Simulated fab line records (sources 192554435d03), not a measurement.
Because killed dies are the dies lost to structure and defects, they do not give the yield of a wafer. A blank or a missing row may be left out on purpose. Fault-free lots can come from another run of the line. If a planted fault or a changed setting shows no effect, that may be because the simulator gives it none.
Matching of chambers -- flow n5Finfet -- 3 sister chambers for N5_BEOL_M1_PRE_CLEAN_60 on cvdCo-02
The step time 15 s. 3 wafers are shown with their chamber, then 12 later ones without.

## WAFERS, EACH WITH ITS CHAMBER
wafer,chamber,heaterPowerW (W)
L091.6,0,70
L093.4,2,103
L093.6,1,78

## WAFERS WITHOUT THEIR CHAMBER
wafer,heaterPowerW (W)
L092.1,70
L092.2,81
L092.3,101
L095.1,81
L095.3,72
L095.6,69
L097.1,76
L097.3,103
L097.6,104
L096.1,79
L096.4,101
L096.5,71

## WHICH CHAMBER EACH WENT THROUGH
wafer,from the rows above,in truth
L092.1,0,0
L092.2,1,1
L092.3,2,2
L095.1,1,1
L095.3,0,0
L095.6,0,0
L097.1,1,1
L097.3,2,2
L097.6,2,2
L096.1,1,1
L096.4,2,2
L096.5,0,0
Placed correctly: 12 of 12. Can't be placed from these rows: 0. 0 placed wrongly.
How it was worked out, from the rows above alone: a wafer's distance from a chamber is the root of the sum, over the readings, of the square of ((its reading less the chamber's mean) divided by the reading's scatter). If the next closest chamber is less than 2 further off than the closest, the wafer can't be placed; otherwise it belongs to the closest. A chamber's mean is the mean of its shown wafers. The scatter: root of mean squared gap, hidden wafer to nearest shown wafer, with one shown wafer a chamber.
